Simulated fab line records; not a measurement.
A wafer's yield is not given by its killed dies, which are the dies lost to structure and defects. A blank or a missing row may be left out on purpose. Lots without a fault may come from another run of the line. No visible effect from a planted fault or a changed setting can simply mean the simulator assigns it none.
What tool caused it? / flow n5 finfet / 72 wafers from 24 lots sampled at 6 of the route's 1938 steps

WHAT THE GAUGES SHOWED, per wafer
N5_BEOL_M7_INSPECT_58: inspects for defects (darkfield).
lot=L074; measured=day 9 18:40; on=defect inspect-01; raw defect count=74 103 81
lot=L075; measured=day 9 22:19; on=defect inspect-01; raw defect count=33 47 66
lot=L076; measured=day 10 05:29; on=defect inspect-02; raw defect count=81 82 41
lot=L077; measured=day 10 10:04; on=defect inspect-02; raw defect count=60 65 69
lot=L078; measured=day 10 10:22; on=defect inspect-02; raw defect count=50 89 76
lot=L081; measured=day 11 02:42; on=defect inspect-01; raw defect count=50 91 83
lot=L080; measured=day 11 02:45; on=defect inspect-02; raw defect count=70 48 52
lot=L079; measured=day 11 04:23; on=defect inspect-01; raw defect count=70 96 93
lot=L083; measured=day 11 17:18; on=defect inspect-02; raw defect count=52 60 83
lot=L082; measured=day 12 00:34; on=defect inspect-02; raw defect count=48 46 68
lot=L084; measured=day 12 10:38; on=defect inspect-02; raw defect count=64 86 48
lot=L086; measured=day 12 10:31; on=defect inspect-01; raw defect count=68 95 94
lot=L085; measured=day 12 16:19; on=defect inspect-01; raw defect count=74 48 75
lot=L087; measured=day 12 23:20; on=defect inspect-02; raw defect count=77 47 60
lot=L088; measured=day 13 07:32; on=defect inspect-01; raw defect count=77 44 57
lot=L089; measured=day 13 08:38; on=defect inspect-01; raw defect count=104 72 52
lot=L090; measured=day 13 11:26; on=defect inspect-01; raw defect count=83 53 73
lot=L091; measured=day 14 06:14; on=defect inspect-02; raw defect count=101 62 58
lot=L093; measured=day 14 09:47; on=defect inspect-02; raw defect count=105 65 76
lot=L092; measured=day 14 15:07; on=defect inspect-02; raw defect count=90 85 67
lot=L095; measured=day 15 07:16; on=defect inspect-02; raw defect count=54 47 70
lot=L094; measured=day 15 08:20; on=defect inspect-02; raw defect count=45 69 71
lot=L097; measured=day 15 20:20; on=defect inspect-01; raw defect count=58 33 35
lot=L096; measured=day 15 21:34; on=defect inspect-01; raw defect count=74 110 82

N5_BEOL_M8_CD_MEAS_11 targets a cd of 38.5 nm.
lot=L074; measured=day 9 20:41; on=cd sem-03; cd nm (nm)=37.8 37.7 38.1
lot=L075; measured=day 10 00:13; on=cd sem-01; cd nm (nm)=38.1 37.3 38.2
lot=L076; measured=day 10 07:44; on=cd sem-02; cd nm (nm)=37.3 37.6 37.7
lot=L077; measured=day 10 12:22; on=cd sem-03; cd nm (nm)=38.5 37.6 37.3
lot=L078; measured=day 10 11:59; on=cd sem-02; cd nm (nm)=39.7 40.1 39.0
lot=L081; measured=day 11 07:14; on=cd sem-03; cd nm (nm)=37.0 37.2 37.1
lot=L080; measured=day 11 07:23; on=cd sem-03; cd nm (nm)=37.9 38.6 38.2
lot=L079; measured=day 11 07:34; on=cd sem-02; cd nm (nm)=39.4 39.4 37.9
lot=L083; measured=day 11 21:22; on=cd sem-02; cd nm (nm)=38.5 38.6 37.8
lot=L082; measured=day 12 02:10; on=cd sem-01; cd nm (nm)=37.1 37.8 36.8
lot=L084; measured=day 12 12:02; on=cd sem-03; cd nm (nm)=37.4 37.5 37.5
lot=L086; measured=day 12 11:56; on=cd sem-01; cd nm (nm)=38.3 37.6 37.0
lot=L085; measured=day 12 17:55; on=cd sem-01; cd nm (nm)=36.6 37.3 36.7
lot=L087; measured=day 13 01:53; on=cd sem-03; cd nm (nm)=37.2 37.0 37.5
lot=L088; measured=day 13 10:35; on=cd sem-01; cd nm (nm)=37.8 37.0 38.1
lot=L089; measured=day 13 10:37; on=cd sem-01; cd nm (nm)=40.0 38.4 38.4
lot=L090; measured=day 13 16:09; on=cd sem-01; cd nm (nm)=38.2 38.1 38.6
lot=L091; measured=day 14 08:10; on=cd sem-03; cd nm (nm)=37.7 38.6 37.7
lot=L093; measured=day 14 12:34; on=cd sem-02; cd nm (nm)=37.6 37.2 37.1
lot=L092; measured=day 14 18:59; on=cd sem-02; cd nm (nm)=37.9 37.6 37.5
lot=L095; measured=day 15 11:45; on=cd sem-01; cd nm (nm)=37.6 38.2 37.8
lot=L094; measured=day 15 11:55; on=cd sem-01; cd nm (nm)=37.3 36.3 37.1
lot=L097; measured=day 15 23:27; on=cd sem-02; cd nm (nm)=37.9 38.0 38.9
lot=L096; measured=day 15 23:34; on=cd sem-01; cd nm (nm)=38.2 38.2 38.4

WHICH TOOL RAN EACH LOT (tool, then ch and the chambers of the sampled wafers, then the start)
lot=L074; N5_BEOL_M7_STRIP_19=rie diel-03 ch 0,2, day 9 11:38; N5_BEOL_M7_ETCH_41=rie diel-03 ch 1,2, day 9 16:45 or earlier; N5_BEOL_M7_DEGAS_44=pvd sputter-03, day 9 16:45; N5_BEOL_M8_CURE_74=uv cure-03 ch 0, day 9 18:50
lot=L075; N5_BEOL_M7_STRIP_19=rie diel-03 ch 0,1,2, day 9 17:07; N5_BEOL_M7_ETCH_41=rie diel-05 ch 0,1,2, day 9 20:17 or earlier; N5_BEOL_M7_DEGAS_44=pvd sputter-02, day 9 20:17; N5_BEOL_M8_CURE_74=uv cure-03 ch 2, day 9 22:37
lot=L076; N5_BEOL_M7_STRIP_19=rie diel-05 ch 0,2,3, day 10 01:17; N5_BEOL_M7_ETCH_41=rie diel-05 ch 0,3, day 10 03:26 or earlier; N5_BEOL_M7_DEGAS_44=pvd sputter-02, day 10 03:26; N5_BEOL_M8_CURE_74=uv cure-03 ch 1, day 10 05:36
lot=L077; N5_BEOL_M7_STRIP_19=rie diel-03 ch 1,2,3, day 10 04:29; N5_BEOL_M7_ETCH_41=rie diel-05 ch 0,2, day 10 07:48 or earlier; N5_BEOL_M7_DEGAS_44=pvd sputter-03, day 10 07:48; N5_BEOL_M8_CURE_74=uv cure-02 ch 1, day 10 10:34
lot=L078; N5_BEOL_M7_STRIP_19=rie diel-03 ch 0,1,3, day 10 04:34; N5_BEOL_M7_ETCH_41=rie diel-05 ch 1,2,3, day 10 08:16 or earlier; N5_BEOL_M7_DEGAS_44=pvd sputter-03, day 10 08:16; N5_BEOL_M8_CURE_74=uv cure-01 ch 2, day 10 10:28
lot=L081; N5_BEOL_M7_STRIP_19=rie diel-03 ch 2,3, day 10 21:29; N5_BEOL_M7_ETCH_41=rie diel-05 ch 0,1,2, day 11 00:23 or earlier; N5_BEOL_M7_DEGAS_44=pvd sputter-02, day 11 00:23; N5_BEOL_M8_CURE_74=uv cure-03 ch 0, day 11 02:48
lot=L080; N5_BEOL_M7_STRIP_19=rie diel-06 ch 0,3, day 10 21:56; N5_BEOL_M7_ETCH_41=rie diel-06 ch 1,3, day 11 00:31 or earlier; N5_BEOL_M7_DEGAS_44=pvd sputter-02, day 11 00:31; N5_BEOL_M8_CURE_74=uv cure-02 ch 1, day 11 02:51
lot=L079; N5_BEOL_M7_STRIP_19=rie diel-05 ch 0,3, day 11 00:42; N5_BEOL_M7_ETCH_41=rie diel-03 ch 0,1,3, day 11 02:35 or earlier; N5_BEOL_M7_DEGAS_44=pvd sputter-01, day 11 02:35; N5_BEOL_M8_CURE_74=uv cure-01 ch 2, day 11 04:29
lot=L083; N5_BEOL_M7_STRIP_19=rie diel-03 ch 1,2,3, day 11 11:40; N5_BEOL_M7_ETCH_41=rie diel-06 ch 1,2,3, day 11 15:28 or earlier; N5_BEOL_M7_DEGAS_44=pvd sputter-01, day 11 15:28; N5_BEOL_M8_CURE_74=uv cure-02 ch 0, day 11 17:29
lot=L082; N5_BEOL_M7_STRIP_19=rie diel-05 ch 0,1, day 11 16:47; N5_BEOL_M7_ETCH_41=rie diel-03 ch 2,3, day 11 22:11 or earlier; N5_BEOL_M7_DEGAS_44=pvd sputter-03, day 11 22:11; N5_BEOL_M8_CURE_74=uv cure-03 ch 1, day 12 00:44
lot=L084; N5_BEOL_M7_STRIP_19=rie diel-03 ch 0,1,2, day 12 05:30; N5_BEOL_M7_ETCH_41=rie diel-06 ch 1,2,3, day 12 08:49 or earlier; N5_BEOL_M7_DEGAS_44=pvd sputter-03, day 12 08:49; N5_BEOL_M8_CURE_74=uv cure-01 ch 0, day 12 10:58
lot=L086; N5_BEOL_M7_STRIP_19=rie diel-03 ch 0,1, day 12 05:40; N5_BEOL_M7_ETCH_41=rie diel-06 ch 0,2, day 12 08:36 or earlier; N5_BEOL_M7_DEGAS_44=pvd sputter-03, day 12 08:36; N5_BEOL_M8_CURE_74=uv cure-03 ch 0, day 12 10:37
lot=L085; N5_BEOL_M7_STRIP_19=rie diel-06 ch 0,1,2, day 12 10:22; N5_BEOL_M7_ETCH_41=rie diel-05 ch 1,2,3, day 12 12:31 or earlier; N5_BEOL_M7_DEGAS_44=pvd sputter-03, day 12 12:31; N5_BEOL_M8_CURE_74=uv cure-01 ch 2, day 12 16:35
lot=L087; N5_BEOL_M7_STRIP_19=rie diel-05 ch 1,3, day 12 19:08; N5_BEOL_M7_ETCH_41=rie diel-06 ch 1,2,3, day 12 21:15 or earlier; N5_BEOL_M7_DEGAS_44=pvd sputter-02, day 12 21:15; N5_BEOL_M8_CURE_74=uv cure-02 ch 0, day 12 23:40
lot=L088; N5_BEOL_M7_STRIP_19=rie diel-06 ch 0,1,3, day 13 02:54; N5_BEOL_M7_ETCH_41=rie diel-05 ch 1,2,3, day 13 05:47 or earlier; N5_BEOL_M7_DEGAS_44=pvd sputter-03, day 13 05:47; N5_BEOL_M8_CURE_74=uv cure-03 ch 0, day 13 07:38
lot=L089; N5_BEOL_M7_STRIP_19=rie diel-03 ch 1,3, day 13 03:11; N5_BEOL_M7_ETCH_41=rie diel-03 ch 0,1,3, day 13 06:20 or earlier; N5_BEOL_M7_DEGAS_44=pvd sputter-02, day 13 06:20; N5_BEOL_M8_CURE_74=uv cure-01 ch 2, day 13 08:44
lot=L090; N5_BEOL_M7_STRIP_19=rie diel-06 ch 0,2,3, day 13 06:25; N5_BEOL_M7_ETCH_41=rie diel-05 ch 0,1,3, day 13 09:50 or earlier; N5_BEOL_M7_DEGAS_44=pvd sputter-01, day 13 09:50; N5_BEOL_M8_CURE_74=uv cure-03 ch 0, day 13 11:32
lot=L091; N5_BEOL_M7_STRIP_19=rie diel-06 ch 2,3, day 13 23:21; N5_BEOL_M7_ETCH_41=rie diel-06 ch 0,1,2, day 14 02:26 or earlier; N5_BEOL_M7_DEGAS_44=pvd sputter-02, day 14 02:26; N5_BEOL_M8_CURE_74=uv cure-01 ch 0, day 14 06:49
lot=L093; N5_BEOL_M7_STRIP_19=rie diel-06 ch 0,1, day 14 03:16; N5_BEOL_M7_ETCH_41=rie diel-06 ch 2,3, day 14 06:08 or earlier; N5_BEOL_M7_DEGAS_44=pvd sputter-02, day 14 06:08; N5_BEOL_M8_CURE_74=uv cure-01 ch 2, day 14 09:53
lot=L092; N5_BEOL_M7_STRIP_19=rie diel-06 ch 0,1,3, day 14 07:30; N5_BEOL_M7_ETCH_41=rie diel-06 ch 0,2,3, day 14 11:49 or earlier; N5_BEOL_M7_DEGAS_44=pvd sputter-01, day 14 11:49; N5_BEOL_M8_CURE_74=uv cure-01 ch 1, day 14 15:26
lot=L095; N5_BEOL_M7_STRIP_19=rie diel-06 ch 1,2,3, day 14 22:35; N5_BEOL_M7_ETCH_41=rie diel-06 ch 1,2, day 15 04:38 or earlier; N5_BEOL_M7_DEGAS_44=pvd sputter-03, day 15 04:38; N5_BEOL_M8_CURE_74=uv cure-02 ch 0, day 15 07:54
lot=L094; N5_BEOL_M7_STRIP_19=rie diel-06 ch 0,2,3, day 15 02:55; N5_BEOL_M7_ETCH_41=rie diel-03 ch 0,3, day 15 06:05 or earlier; N5_BEOL_M7_DEGAS_44=pvd sputter-02, day 15 06:05; N5_BEOL_M8_CURE_74=uv cure-01 ch 1, day 15 08:26
lot=L097; N5_BEOL_M7_STRIP_19=rie diel-05 ch 0,1, day 15 12:32; N5_BEOL_M7_ETCH_41=rie diel-03 ch 1,3, day 15 15:17 or earlier; N5_BEOL_M7_DEGAS_44=pvd sputter-02, day 15 15:17; N5_BEOL_M8_CURE_74=uv cure-03 ch 2, day 15 20:36
lot=L096; N5_BEOL_M7_STRIP_19=rie diel-05 ch 1,2,3, day 15 12:44; N5_BEOL_M7_ETCH_41=rie diel-06 ch 0,3, day 15 15:40 or earlier; N5_BEOL_M7_DEGAS_44=pvd sputter-01, day 15 15:40; N5_BEOL_M8_CURE_74=uv cure-02 ch 0, day 15 21:49
- N5_BEOL_M7_STRIP_19: strips in O2.
- N5_BEOL_M7_ETCH_41: etches SiCN in CH3F/O2, target depth 31.9 nm, time 57.8 s.
- N5_BEOL_M7_DEGAS_44: time 60 s.
- N5_BEOL_M8_CURE_74: cures SiCOH lowk, time 240 s.

AS READ BY THE TOOLS THEMSELVES (means over the sampled wafers that have a number; for cases with no such wafer, the mark the record gives instead)
N5_BEOL_M7_STRIP_19.
lot=L074; tool=rie diel-03; drypump motor current A (A)=6.1; oes product au (a.u.)=0.76; rf vpp V (V)=4.2; showerhead plenum p Torr (Torr)=2.02; throttle valve pct (%)=16.64
lot=L075; tool=rie diel-03; drypump motor current A (A)=6.1; oes product au (a.u.)=0.78; rf vpp V (V)=3.6; showerhead plenum p Torr (Torr)=2.05; throttle valve pct (%)=16.61
lot=L076; tool=rie diel-05; drypump motor current A (A)=5.6; oes product au (a.u.)=0.81; rf vpp V (V)=3.8; showerhead plenum p Torr (Torr)=2.10; throttle valve pct (%)=16.74
lot=L077; tool=rie diel-03; drypump motor current A (A)=5.9; oes product au (a.u.)=0.73; rf vpp V (V)=3.6; showerhead plenum p Torr (Torr)=2.02; throttle valve pct (%)=16.73
lot=L078; tool=rie diel-03; drypump motor current A (A)=6.0; oes product au (a.u.)=0.79; rf vpp V (V)=3.1; showerhead plenum p Torr (Torr)=2.05; throttle valve pct (%)=16.70
lot=L081; tool=rie diel-03; drypump motor current A (A)=5.8; oes product au (a.u.)=0.73; rf vpp V (V)=4.1; showerhead plenum p Torr (Torr)=1.99; throttle valve pct (%)=16.81
lot=L080; tool=rie diel-06; drypump motor current A (A)=5.8; oes product au (a.u.)=0.79; rf vpp V (V)=3.6; showerhead plenum p Torr (Torr)=2.01; throttle valve pct (%)=16.50
lot=L079; tool=rie diel-05; drypump motor current A (A)=5.8; oes product au (a.u.)=0.85; rf vpp V (V)=3.9; showerhead plenum p Torr (Torr)=2.12; throttle valve pct (%)=16.82
lot=L083; tool=rie diel-03; drypump motor current A (A)=5.9; oes product au (a.u.)=0.72; rf vpp V (V)=3.5; showerhead plenum p Torr (Torr)=2.02; throttle valve pct (%)=16.73
lot=L082; tool=rie diel-05; drypump motor current A (A)=5.6; oes product au (a.u.)=0.84; rf vpp V (V)=3.9; showerhead plenum p Torr (Torr)=2.13; throttle valve pct (%)=16.73
lot=L084; tool=rie diel-03; drypump motor current A (A)=6.2; oes product au (a.u.)=0.75; rf vpp V (V)=3.4; showerhead plenum p Torr (Torr)=2.04; throttle valve pct (%)=16.66
lot=L086; tool=rie diel-03; drypump motor current A (A)=6.3; oes product au (a.u.)=0.81; rf vpp V (V)=3.9; showerhead plenum p Torr (Torr)=2.06; throttle valve pct (%)=16.62
lot=L085; tool=rie diel-06; drypump motor current A (A)=5.5; oes product au (a.u.)=0.82; rf vpp V (V)=3.0; showerhead plenum p Torr (Torr)=2.11; throttle valve pct (%)=16.63
lot=L087; tool=rie diel-05; drypump motor current A (A)=5.9; oes product au (a.u.)=0.77; rf vpp V (V)=3.4; showerhead plenum p Torr (Torr)=2.14; throttle valve pct (%)=16.82
lot=L088; tool=rie diel-06; drypump motor current A (A)=5.7; oes product au (a.u.)=0.75; rf vpp V (V)=3.8; showerhead plenum p Torr (Torr)=2.02; throttle valve pct (%)=16.63
lot=L089; tool=rie diel-03; drypump motor current A (A)=5.8; oes product au (a.u.)=0.74; rf vpp V (V)=3.5; showerhead plenum p Torr (Torr)=2.02; throttle valve pct (%)=16.82
lot=L090; tool=rie diel-06; drypump motor current A (A)=5.6; oes product au (a.u.)=0.82; rf vpp V (V)=3.2; showerhead plenum p Torr (Torr)=2.10; throttle valve pct (%)=16.55
lot=L091; tool=rie diel-06; drypump motor current A (A)=5.5; oes product au (a.u.)=0.84; rf vpp V (V)=3.5; showerhead plenum p Torr (Torr)=2.17; throttle valve pct (%)=16.63
lot=L093; tool=rie diel-06; drypump motor current A (A)=5.6; oes product au (a.u.)=0.78; rf vpp V (V)=3.7; showerhead plenum p Torr (Torr)=2.02; throttle valve pct (%)=16.60
lot=L092; tool=rie diel-06; drypump motor current A (A)=5.7; oes product au (a.u.)=0.76; rf vpp V (V)=4.3; showerhead plenum p Torr (Torr)=2.01; throttle valve pct (%)=16.65
lot=L095; tool=rie diel-06; drypump motor current A (A)=5.6; oes product au (a.u.)=0.77; rf vpp V (V)=3.7; showerhead plenum p Torr (Torr)=2.08; throttle valve pct (%)=16.72
lot=L094; tool=rie diel-06; drypump motor current A (A)=5.6; oes product au (a.u.)=0.80; rf vpp V (V)=3.4; showerhead plenum p Torr (Torr)=2.09; throttle valve pct (%)=16.58
lot=L097; tool=rie diel-05; drypump motor current A (A)=5.7; oes product au (a.u.)=0.75; rf vpp V (V)=3.9; showerhead plenum p Torr (Torr)=2.15; throttle valve pct (%)=16.78
lot=L096; tool=rie diel-05; drypump motor current A (A)=5.7; oes product au (a.u.)=0.72; rf vpp V (V)=3.1; showerhead plenum p Torr (Torr)=2.11; throttle valve pct (%)=16.80

N5_BEOL_M7_ETCH_41.
lot=L074; tool=rie diel-03; drypump motor current A (A)=6.00; oes product au (a.u.)=0.75; rf vpp V (V)=296.2; showerhead plenum p Torr (Torr)=1.97; throttle valve pct (%)=16.33
lot=L075; tool=rie diel-05; drypump motor current A (A)=5.53; oes product au (a.u.)=0.80; rf vpp V (V)=298.1; showerhead plenum p Torr (Torr)=2.03; throttle valve pct (%)=16.43
lot=L076; tool=rie diel-05; drypump motor current A (A)=5.65; oes product au (a.u.)=0.88; rf vpp V (V)=297.7; showerhead plenum p Torr (Torr)=2.03; throttle valve pct (%)=16.50
lot=L077; tool=rie diel-05; drypump motor current A (A)=5.43; oes product au (a.u.)=0.85; rf vpp V (V)=298.1; showerhead plenum p Torr (Torr)=2.02; throttle valve pct (%)=16.53
lot=L078; tool=rie diel-05; drypump motor current A (A)=5.69; oes product au (a.u.)=0.75; rf vpp V (V)=297.3; showerhead plenum p Torr (Torr)=2.04; throttle valve pct (%)=16.46
lot=L081; tool=rie diel-05; drypump motor current A (A)=5.52; oes product au (a.u.)=0.78; rf vpp V (V)=297.9; showerhead plenum p Torr (Torr)=2.03; throttle valve pct (%)=16.45
lot=L080; tool=rie diel-06; drypump motor current A (A)=5.80; oes product au (a.u.)=0.76; rf vpp V (V)=295.0; showerhead plenum p Torr (Torr)=1.89; throttle valve pct (%)=16.19
lot=L079; tool=rie diel-03; drypump motor current A (A)=6.03; oes product au (a.u.)=0.79; rf vpp V (V)=295.4; showerhead plenum p Torr (Torr)=1.94; throttle valve pct (%)=16.31
lot=L083; tool=rie diel-06; drypump motor current A (A)=5.63; oes product au (a.u.)=0.82; rf vpp V (V)=296.5; showerhead plenum p Torr (Torr)=1.98; throttle valve pct (%)=16.21
lot=L082; tool=rie diel-03; drypump motor current A (A)=5.80; oes product au (a.u.)=0.72; rf vpp V (V)=294.7; showerhead plenum p Torr (Torr)=1.90; throttle valve pct (%)=16.53
lot=L084; tool=rie diel-06; drypump motor current A (A)=5.62; oes product au (a.u.)=0.81; rf vpp V (V)=296.6; showerhead plenum p Torr (Torr)=1.97; throttle valve pct (%)=16.22
lot=L086; tool=rie diel-06; drypump motor current A (A)=5.40; oes product au (a.u.)=0.90; rf vpp V (V)=298.6; showerhead plenum p Torr (Torr)=2.08; throttle valve pct (%)=16.14
lot=L085; tool=rie diel-05; drypump motor current A (A)=5.68; oes product au (a.u.)=0.74; rf vpp V (V)=298.0; showerhead plenum p Torr (Torr)=2.03; throttle valve pct (%)=16.49
lot=L087; tool=rie diel-06; drypump motor current A (A)=5.62; oes product au (a.u.)=0.80; rf vpp V (V)=296.2; showerhead plenum p Torr (Torr)=1.97; throttle valve pct (%)=16.22
lot=L088; tool=rie diel-05; drypump motor current A (A)=5.69; oes product au (a.u.)=0.74; rf vpp V (V)=296.4; showerhead plenum p Torr (Torr)=2.03; throttle valve pct (%)=16.51
lot=L089; tool=rie diel-03; drypump motor current A (A)=6.02; oes product au (a.u.)=0.78; rf vpp V (V)=295.7; showerhead plenum p Torr (Torr)=1.94; throttle valve pct (%)=16.34
lot=L090; tool=rie diel-05; drypump motor current A (A)=5.75; oes product au (a.u.)=0.80; rf vpp V (V)=298.7; showerhead plenum p Torr (Torr)=2.04; throttle valve pct (%)=16.46
lot=L091; tool=rie diel-06; drypump motor current A (A)=5.52; oes product au (a.u.)=0.81; rf vpp V (V)=296.8; showerhead plenum p Torr (Torr)=1.98; throttle valve pct (%)=16.18
lot=L093; tool=rie diel-06; drypump motor current A (A)=5.52; oes product au (a.u.)=0.85; rf vpp V (V)=297.5; showerhead plenum p Torr (Torr)=2.06; throttle valve pct (%)=16.25
lot=L092; tool=rie diel-06; drypump motor current A (A)=5.58; oes product au (a.u.)=0.82; rf vpp V (V)=297.0; showerhead plenum p Torr (Torr)=1.98; throttle valve pct (%)=16.17
lot=L095; tool=rie diel-06; drypump motor current A (A)=5.55; oes product au (a.u.)=0.78; rf vpp V (V)=296.8; showerhead plenum p Torr (Torr)=1.96; throttle valve pct (%)=16.27
lot=L094; tool=rie diel-03; drypump motor current A (A)=5.94; oes product au (a.u.)=0.75; rf vpp V (V)=295.5; showerhead plenum p Torr (Torr)=1.90; throttle valve pct (%)=16.44
lot=L097; tool=rie diel-03; drypump motor current A (A)=5.77; oes product au (a.u.)=0.72; rf vpp V (V)=295.3; showerhead plenum p Torr (Torr)=1.92; throttle valve pct (%)=16.52
lot=L096; tool=rie diel-06; drypump motor current A (A)=5.78; oes product au (a.u.)=0.77; rf vpp V (V)=296.4; showerhead plenum p Torr (Torr)=1.90; throttle valve pct (%)=16.18

N5_BEOL_M7_DEGAS_44.
lot=L074; tool=pvd sputter-03; heater power w (W)=311
lot=L075; tool=pvd sputter-02; heater power w (W)=353
lot=L076; tool=pvd sputter-02; heater power w (W)=379
lot=L077; tool=pvd sputter-03; heater power w (W)=321
lot=L078; tool=pvd sputter-03; heater power w (W)=293
lot=L081; tool=pvd sputter-02; heater power w (W)=375
lot=L080; tool=pvd sputter-02; heater power w (W)=364
lot=L079; tool=pvd sputter-01; heater power w (W)=321
lot=L083; tool=pvd sputter-01; heater power w (W)=321
lot=L082; tool=pvd sputter-03; heater power w (W)=288
lot=L084; tool=pvd sputter-03; heater power w (W)=335
lot=L086; tool=pvd sputter-03; heater power w (W)=327
lot=L085; tool=pvd sputter-03; heater power w (W)=310
lot=L087; tool=pvd sputter-02; heater power w (W)=338
lot=L088; tool=pvd sputter-03; heater power w (W)=304
lot=L089; tool=pvd sputter-02; heater power w (W)=344
lot=L090; tool=pvd sputter-01; heater power w (W)=333
lot=L091; tool=pvd sputter-02; heater power w (W)=368
lot=L093; tool=pvd sputter-02; heater power w (W)=365
lot=L092; tool=pvd sputter-01; heater power w (W)=309
lot=L095; tool=pvd sputter-03; heater power w (W)=323
lot=L094; tool=pvd sputter-02; heater power w (W)=365
lot=L097; tool=pvd sputter-02; heater power w (W)=364
lot=L096; tool=pvd sputter-01; heater power w (W)=330

N5_BEOL_M8_CURE_74.
lot=L074; tool=uv cure-03; lamp power pct (%)=52.30; wafer_temp_C_max=386.8
lot=L075; tool=uv cure-03; lamp power pct (%)=52.37; wafer_temp_C_max=388.7
lot=L076; tool=uv cure-03; lamp power pct (%)=52.26; wafer_temp_C_max=386.3
lot=L077; tool=uv cure-02; lamp power pct (%)=52.36; wafer_temp_C_max=387.1
lot=L078; tool=uv cure-01; lamp power pct (%)=52.32; wafer_temp_C_max=386.7
lot=L081; tool=uv cure-03; lamp power pct (%)=52.31; wafer_temp_C_max=386.5
lot=L080; tool=uv cure-02; lamp power pct (%)=52.28; wafer_temp_C_max=387.0
lot=L079; tool=uv cure-01; lamp power pct (%)=52.38; wafer_temp_C_max=386.8
lot=L083; tool=uv cure-02; lamp power pct (%)=52.28; wafer_temp_C_max=386.7
lot=L082; tool=uv cure-03; lamp power pct (%)=52.29; wafer_temp_C_max=386.2
lot=L084; tool=uv cure-01; lamp power pct (%)=52.34; wafer_temp_C_max=386.1
lot=L086; tool=uv cure-03; lamp power pct (%)=52.34; wafer_temp_C_max=386.4
lot=L085; tool=uv cure-01; lamp power pct (%)=52.31; wafer_temp_C_max=387.0
lot=L087; tool=uv cure-02; lamp power pct (%)=52.24; wafer_temp_C_max=386.1
lot=L088; tool=uv cure-03; lamp power pct (%)=52.33; wafer_temp_C_max=386.7
lot=L089; tool=uv cure-01; lamp power pct (%)=52.29; wafer_temp_C_max=386.9
lot=L090; tool=uv cure-03; lamp power pct (%)=52.31; wafer_temp_C_max=386.3
lot=L091; tool=uv cure-01; lamp power pct (%)=52.34; wafer_temp_C_max=386.3
lot=L093; tool=uv cure-01; lamp power pct (%)=52.29; wafer_temp_C_max=386.7
lot=L092; tool=uv cure-01; lamp power pct (%)=52.33; wafer_temp_C_max=387.2
lot=L095; tool=uv cure-02; lamp power pct (%)=52.35; wafer_temp_C_max=386.2
lot=L094; tool=uv cure-01; lamp power pct (%)=52.34; wafer_temp_C_max=387.2
lot=L097; tool=uv cure-03; lamp power pct (%)=52.32; wafer_temp_C_max=387.7
lot=L096; tool=uv cure-02; lamp power pct (%)=52.24; wafer_temp_C_max=386.4

THE ANSWER, worked out from the rows above alone
Rule: the usual values come from the lots themselves. Put in order of their means at a reading, lots are off if they are a third of the lots or fewer, leave a main group of 4 or more, and stand apart from it by a gap of 3 or more times the standard deviation of the main group's means; of several such gaps the widest counts. A main group whose means are all the same, to the digits that the tables above print for the reading, isn't used. A lot without any number at a reading at which 4 lots or more have one is off too. Any other lot the step has rows for is counted as sound. The gauges are gone through in route order, then the tools' own readings, and for those a lot's mean is taken as printed above. At the first step where some lot is off, the reading lying furthest off is the one used; lots without a number count as furthest.
No lot is off at any reading shown: from this, nothing can be told.

WHAT THE SIMULATOR HAD PUT IN
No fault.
